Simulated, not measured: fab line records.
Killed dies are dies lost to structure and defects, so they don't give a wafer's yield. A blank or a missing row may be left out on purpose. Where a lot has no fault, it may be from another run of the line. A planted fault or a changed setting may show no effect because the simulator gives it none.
fab line records    flow nandHarc
[record] lots = 6  wafers = 18  lastDay = 24
route steps=1159 shown P_GATE@205 P_CONTACT@217
lots that met no fault: from a run of the same line without faults
startH: hours from the record's opening day to when the first of the lot's shown wafers began    waitH: time in hours since the lot's previous step    " as in the row above    L1.1+2: a single row standing in for several wafers    - either no value or no given start    * or withheld: withheld    < > ~ a bound
route shown NAME@n: a module of which the file shows steps, and the number in the route of the first    usual: mean/standard deviation of fault-free wafers    same: alike in all rows    chamber/n: place in a boat    sites: the reading at each site    _std_site: standard deviation across them    _edge_site: mean of outer sites minus mean of inner sites    radiusMm: how far each site lies from the wafer's centre    mask NAME#n: copy n    behind: the most recent tool/chamber to have shaped the wafer    hold: why the lot was held/for how many hours/how that ended    device: the n, p or np transistor that did not switch    end of line: the same wafers' tests at the end of the route    where a step has no rows: the recipe by itself    killed: dies that structure and defects cost at the first sort, which is not the same as the wafer's yield    map: a wafer's dies, x killed, . not, _ none there
set.NAME: the setting that was run; set.NAME@STEP: the one run at that earlier step    model.NAME: the simulator's own value behind a step, which no gauge read
lots at some steps of the route; a table a step, a row a wafer
services: a tool's chamber out of use, with start hour (startH, from the record's first day; less than 0 if before it), hours out, and reason
[[steps]]
[step NHARC_P_GATE_STRIP_95]
[recipe] powerW = 1500  tempC = 250  chemistry = O2
[usual] drypumpMotorCurrentA = 6.1/0.33  heaterPowerW = 334/31
lot.wafer  tool            chamber  startH  waitH  drypumpMotorCurrentA  heaterPowerW  rfHoursCounterH
L679.1     plasmaAsher-02  1        109.46  0.6    6.3                   322           35
L679.2     "               0        "       "      5.6                   298           35
L679.6     "               0        "       "      5.6                   296           -
L684.4     plasmaAsher-01  1        138.06  0.4    6.5                   394           -
L684.3     "               0        "       "      6.0                   349           -
L684.6     "               0        "       "      6.0                   347           -
L686.3     plasmaAsher-01  1        148.66  0.4    6.5                   388           -
L686.6     "               1        "       "      6.5                   400           -
L686.5     "               0        "       "      6.0                   340           -
L695.2     plasmaAsher-02  0        199.07  0.5    5.7                   308           3
L695.4     "               1        "       "      6.3                   326           -
L695.6     "               0        "       "      5.6                   304           -
L699.2     plasmaAsher-01  0        226.60  0.5    6.0                   342           35
L699.4     "               0        "       "      6.0                   359           -
L699.5     "               1        "       "      6.5                   393           -
L702.2     plasmaAsher-01  1        247.70  0.6    6.5                   395           44
L702.1     "               0        "       "      6.0                   344           44
L702.6     "               0        "       "      6.0                   334           -
[step NHARC_P_GATE_STRIP_96]
[recipe] timeS = 900  tempC = 130  chemistry = SPM
[step NHARC_P_GATE_RTA_64]
[recipe] tempC = 1050  timeS = 1
[usual] lampPowerPct = 35.52/0.18  lamp_zone_3_pct = 35.52/0.18  wafer_temp_C_max = 1054.7/1
lot.wafer  tool          chamber  startH  waitH  lampPowerPct  lamp_zone_3_pct  wafer_temp_C_max
L679.1     rtpAnneal-02  0        110.02  -      35.68         35.67            1054.7
L679.2     "             0        "       "      35.63         35.72            1056.4
L679.6     "             0        "       "      35.71         35.72            1055.1
L684.3     rtpAnneal-01  0        138.66  -      35.34         35.31            1054.5
L684.4     "             0        "       "      35.32         35.34            1053.3
L684.6     "             0        "       "      35.32         35.29            1053.0
L686.3     rtpAnneal-02  0        149.26  -      35.70         35.67            1055.9
L686.5     "             0        "       "      35.68         35.68            1056.0
L686.6     "             0        "       "      35.75         35.66            1054.0
L695.2     rtpAnneal-02  0        199.66  -      35.64         35.74            1055.9
L695.4     "             0        "       "      35.70         35.66            1053.7
L695.6     "             0        "       "      35.77         35.65            1055.8
L699.2     rtpAnneal-01  0        227.25  -      35.27         35.29            1056.1
L699.4     "             0        "       "      35.28         35.25            1053.0
L699.5     "             0        "       "      35.35         35.30            1054.0
L702.1     rtpAnneal-02  0        248.26  -      35.68         35.70            1054.4
L702.2     "             0        "       "      35.72         35.60            1057.4
L702.6     "             0        "       "      35.73         35.69            1055.0
[step NHARC_P_GATE_ETCH_77]
[recipe] targetDepthA = 60  chemistry = dHF  material = SiO2
[step NHARC_P_GATE_DEGAS_109]
[recipe] tempC = 300  timeS = 60
[usual] heaterPowerW = 482/33
lot.wafer  tool           chamber  startH  waitH  heaterPowerW
L679.1     pvdSputter-02  -        110.33  0.1    481
L679.2     "              -        "       "      471
L679.6     "              -        "       "      478
L684.3     pvdSputter-01  -        138.91  0.1    431
L684.4     "              -        "       "      542
L684.6     "              -        "       "      480
L686.3     pvdSputter-03  -        149.53  0.1    452
L686.5     "              -        "       "      455
L686.6     "              -        "       "      537
L695.2     pvdSputter-02  -        199.95  0.1    494
L695.4     "              -        "       "      471
L695.6     "              -        "       "      480
L699.2     pvdSputter-01  -        227.55  0.1    456
L699.4     "              -        "       "      456
L699.5     "              -        "       "      509
L702.2     pvdSputter-01  -        248.57  0.1    441
L702.1     "              -        "       "      458
L702.6     "              -        "       "      455
[step NHARC_P_GATE_PRE_CLEAN_110]
[recipe] timeS = 30  biasV = 200  gas = Ar
[step NHARC_P_GATE_SPUTTER_78]
[recipe] targetThkA = 100  material = Ni
[step NHARC_P_GATE_SPUTTER_79]
[recipe] targetThkA = 100  material = TiN
[step NHARC_P_GATE_RTA_80]
[recipe] tempC = 300  timeS = 30
[step NHARC_P_GATE_STRIP_67]
[recipe] timeS = 600  tempC = 130  chemistry = SPM
[step NHARC_P_GATE_RTA_82]
[recipe] tempC = 450  timeS = 30
[usual] lampPowerPct = 4.149/0.02  lamp_zone_3_pct = 4.149/0.019  wafer_temp_C_max = 451.9/0.42
lot.wafer  tool          chamber  startH  waitH  lampPowerPct  lamp_zone_3_pct  wafer_temp_C_max
L679.1     rtpAnneal-01  0        111.11  -      4.136         4.139            451.4
L679.2     "             0        "       "      4.135         4.133            452.3
L679.6     "             0        "       "      4.131         4.141            451.5
L684.3     rtpAnneal-01  0        139.78  -      4.138         4.133            452.0
L684.4     "             0        "       "      4.134         4.138            451.5
L684.6     "             0        "       "      4.137         4.135            451.3
L686.3     rtpAnneal-01  0        150.38  -      4.139         4.139            450.9
L686.5     "             0        "       "      4.142         4.137            451.7
L686.6     "             0        "       "      4.135         4.136            451.1
L695.2     rtpAnneal-02  0        200.74  -      4.180         4.180            452.2
L695.4     "             0        "       "      4.176         4.182            452.8
L695.6     "             0        "       "      4.181         4.181            452.4
L699.2     rtpAnneal-01  0        228.32  -      4.133         4.132            453.0
L699.4     "             0        "       "      4.139         4.136            451.9
L699.5     "             0        "       "      4.134         4.135            451.9
L702.1     rtpAnneal-01  0        249.35  -      4.141         4.140            451.6
L702.2     "             0        "       "      4.137         4.137            451.6
L702.6     "             0        "       "      4.140         4.139            451.3
[step NHARC_P_GATE_INSPECT_68]
[usual] rawDefectCount = 183/55
lot.wafer  tool              chamber  startH  waitH  rawDefectCount
L679.1     defectInspect-01  -        111.31  0.2    182
L679.2     "                 -        "       "      129
L679.6     "                 -        "       "      171
L684.3     defectInspect-01  -        139.92  0.1    119
L684.4     "                 -        "       "      189
L684.6     "                 -        "       "      131
L686.3     defectInspect-02  -        150.53  0.1    90
L686.5     "                 -        "       "      141
L686.6     "                 -        "       "      132
L695.2     defectInspect-01  -        200.91  0.1    329
L695.4     "                 -        "       "      201
L695.6     "                 -        "       "      174
L699.2     defectInspect-02  -        228.49  0.1    169
L699.4     "                 -        "       "      141
L699.5     "                 -        "       "      222
L702.1     defectInspect-02  -        249.54  0.2    175
L702.2     "                 -        "       "      180
L702.6     "                 -        "       "      169
[step NHARC_P_CONTACT_DEP_30]
[recipe] targetThkA = 300  tempC = 400  targetThkNm = 30  flowSccm = 200  rfW = 450  material = SiNx
[usual] heaterPowerOuterW = 414/48  heaterPowerW = 695/71
lot.wafer  tool      chamber  startH  waitH  heaterPowerOuterW  heaterPowerW
L679.1     pecvd-04  2        111.60  0.3    390                653
L679.2     "         0        "       "      389                662
L679.6     "         0        "       "      380                685
L684.3     pecvd-01  0        140.06  0.1    -                  -
L684.4     "         1        "       "      -                  -
L684.6     "         2        "       "      -                  -
L686.3     pecvd-04  1        150.59  0.1    -                  -
L686.5     "         1        "       "      -                  -
L686.6     "         0        "       "      -                  -
L695.2     pecvd-01  1        201.47  0.6    480                755
L695.6     "         0        "       "      374                635
L695.4     "         1        "       "      474                778
L699.2     pecvd-04  0        228.60  0.1    388                682
L699.5     "         0        "       "      385                681
L699.4     "         1        "       "      424                747
L702.1     pecvd-04  0        249.79  0.3    358                641
L702.2     "         1        "       "      400                708
L702.6     "         1        "       "      412                695
[step NHARC_P_CONTACT_DEP_00]
[recipe] targetThkA = 5000  tempC = 400  pressureTorr = 6.5  rfW = 900  teosFlowSccm = 161.4  flowSccm = 2650  targetThkNm = 500  gas = O2  material = SiO2
[usual] chamberPressureTorr = 6.500/0.016  heaterPowerOuterW = 283/50  heaterPowerW = 523/72  throttleValvePct = 16.0/0.36
lot.wafer  tool      chamber  startH  waitH  chamberPressureTorr  heaterPowerOuterW  heaterPowerW  throttleValvePct
L679.1     pecvd-04  2        -       -      6.515                220                417           16.2
L679.2     "         0        "       "      6.492                208                466           16.0
L679.6     "         0        "       "      6.494                238                484           15.9
L684.3     pecvd-01  0        140.30  0.2    6.490                213                437           16.0
L684.4     "         1        "       "      6.519                411                689           16.2
L684.6     "         2        "       "      6.504                296                560           16.1
L686.3     pecvd-04  1        150.82  0.2    6.517                291                544           16.0
L686.5     "         1        "       "      6.513                305                537           16.4
L686.6     "         0        "       "      6.485                273                532           16.1
L695.2     pecvd-01  1        -       -      6.506                343                582           16.1
L695.6     "         0        "       "      6.477                321                581           16.4
L695.4     "         1        "       "      6.518                361                623           15.9
L699.2     pecvd-04  0        -       -      6.507                302                571           16.1
L699.5     "         0        "       "      6.509                194                424           15.6
L699.4     "         1        "       "      6.535                267                510           16.2
L702.1     pecvd-04  0        -       -      6.475                281                539           16.2
L702.2     "         1        "       "      6.489                261                499           16.3
L702.6     "         1        "       "      6.459                275                540           16.3
[[services]]
tool            chamber  startH  hours  kind
plasmaAsher-01  -        99.00   9.0    pm
plasmaAsher-01  0        99.00   9.0    ventCycle
plasmaAsher-01  1        99.00   9.0    ventCycle
pecvd-01        -        100.40  1.0    repair
pvdSputter-03   -        102.00  10.0   pm
plasmaAsher-01  0        108.00  -      clean
plasmaAsher-01  1        108.00  -      clean
pvdSputter-03   -        144.05  0.7    repair
pvdSputter-01   -        158.00  10.0   pm
plasmaAsher-02  -        183.00  9.0    pm
plasmaAsher-02  -        192.79  2.4    repair
pecvd-04        -        195.33  13.0   pm
pecvd-04        0        195.33  13.0   ventCycle
pecvd-04        1        195.33  13.0   ventCycle
pecvd-04        2        195.33  13.0   ventCycle
plasmaAsher-01  -        197.17  9.4    repair
pecvd-04        0        208.33  -      clean
pecvd-04        1        208.33  -      clean
pecvd-04        2        208.33  -      clean
pvdSputter-02   -        214.12  10.0   pm
pecvd-01        -        237.00  13.0   pm
pecvd-01        0        237.00  13.0   ventCycle
pecvd-01        1        237.00  13.0   ventCycle
pecvd-01        2        237.00  13.0   ventCycle
[[key]]
[firstSign] step = NHARC_P_CONTACT_DEP_30  reading = toolRecord  direction = missing
effect none on later readings
metAt NHARC_P_CONTACT_DEP_30
struckWafers L684.3,L684.4,L684.6,L686.3,L686.5,L686.6
sortLeftOut L684.3,L684.4,L684.6,L686.3,L686.5,L686.6
testerLeftOut L684,L686
onsetBetween 111.60 140.06
[fault] kind = skippedStepWhole  tool = pecvd-01,pecvd-04  chamber = -  onsetH = 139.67  steps = NHARC_P_CONTACT_DEP_30  scope = struckLotsOnly
// testerLeftOut: of these lots the tester's yield and bins aren't shown, on N5 and GAA mostly nor the transistor test; their killed dies are dies lost to structure and defects alone, not to doping, threshold or leakage, so they don't give the yield
// sortLeftOut: the simulated sort isn't trusted on such a fault, so these wafers' sort isn't shown, and their yield isn't known
